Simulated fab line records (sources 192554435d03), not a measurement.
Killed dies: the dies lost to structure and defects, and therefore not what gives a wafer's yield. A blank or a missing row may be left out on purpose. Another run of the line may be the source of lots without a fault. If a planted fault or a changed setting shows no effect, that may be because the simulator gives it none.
Matching of chambers | flow n5_finfet | rie_diel-04 running N5_DUMMY_GATE_STRIP_41: 4 sister chambers
The step strips in O2. 22 wafers are shown with their chamber, then 10 later ones without.

## WAFERS WITH THEIR CHAMBER
wafer  | chamber | drypump_motor_current_A (A) | throttle_valve_pct (%) | showerhead_plenum_p_Torr (Torr)
L076.3 | 0       | 4.7                         | 16.85                  | 2.02
L076.4 | 1       | 6.1                         | 16.80                  | 2.07
L076.6 | 2       | 5.7                         | 16.38                  | 2.20
L078.1 | 3       | 5.9                         | 17.17                  | 2.10
L078.3 | 0       | 4.7                         | 16.86                  | 2.02
L078.6 | 3       | 5.9                         | 17.17                  | 2.10
L080.1 | 3       | 5.9                         | 17.17                  | 2.10
L080.2 | 2       | 5.7                         | 16.39                  | 2.19
L080.4 | 1       | 6.0                         | 16.81                  | 2.06
L084.3 | 3       | 5.9                         | 17.20                  | 2.09
L084.4 | 1       | 6.1                         | 16.84                  | 2.06
L084.6 | 2       | 5.8                         | 16.40                  | 2.19
L085.2 | 2       | 5.7                         | 16.42                  | 2.19
L085.4 | 0       | 4.7                         | 16.88                  | 2.01
L085.5 | 2       | 5.7                         | 16.42                  | 2.19
L086.2 | 1       | 6.1                         | 16.83                  | 2.06
L086.3 | 2       | 5.7                         | 16.41                  | 2.19
L086.5 | 3       | 5.9                         | 17.20                  | 2.09
L087.3 | 1       | 6.1                         | 16.84                  | 2.06
L087.4 | 0       | 4.7                         | 16.89                  | 2.01
L087.5 | 2       | 5.7                         | 16.42                  | 2.19
L088.1 | 0       | 4.7                         | 16.89                  | 2.01

SIGNATURES (averages over the wafers above)
reading                  | chamber 0 | chamber 1 | chamber 2 | chamber 3 | scatter within a chamber
drypump_motor_current_A  | 4.700     | 6.080     | 5.714     | 5.900     | 0.0303
throttle_valve_pct       | 16.8740   | 16.8240   | 16.4057   | 17.1820   | 0.0171
showerhead_plenum_p_Torr | 2.0140    | 2.0620    | 2.1914    | 2.0960    | 0.00475
Rule: a wafer lies at a distance from a chamber equal to the root of the sum of squares, over the readings, of (its reading less the chamber's mean, divided by the reading's scatter). If the next closest chamber is less than 2 further off than the closest, the wafer can't be placed; otherwise it belongs to the closest. The scatter: take each reading less its chamber's mean, square it, sum over the shown wafers, divide by the number of wafers less the number of chambers, and take the root.

## WAFERS WHOSE CHAMBER IS MISSING
wafer  | drypump_motor_current_A (A) | throttle_valve_pct (%) | showerhead_plenum_p_Torr (Torr)
L088.3 | 5.8                         | 16.43                  | 2.19
L088.5 | 6.1                         | 16.84                  | 2.06
L092.1 | 5.9                         | 17.20                  | 2.09
L092.3 | 5.7                         | 16.45                  | 2.18
L092.4 | 4.7                         | 16.94                  | 2.01
L095.2 | 5.7                         | 16.45                  | 2.18
L095.3 | 4.7                         | 16.92                  | 2.01
L095.5 | 4.7                         | 16.93                  | 2.01
L096.4 | 4.7                         | 16.93                  | 2.01
L096.5 | 4.7                         | 16.92                  | 2.01

## CHAMBER TAKEN BY EACH
wafer  | from the rows above | in truth
L088.3 | 2                   | 2
L088.5 | 1                   | 1
L092.1 | 3                   | 3
L092.3 | 2                   | 2
L092.4 | 0                   | 0
L095.2 | 2                   | 2
L095.3 | 0                   | 0
L095.5 | 0                   | 0
L096.4 | 0                   | 0
L096.5 | 0                   | 0
10 of 10 placed correctly. Number that these rows cannot place: 0. Number placed wrongly: 0.
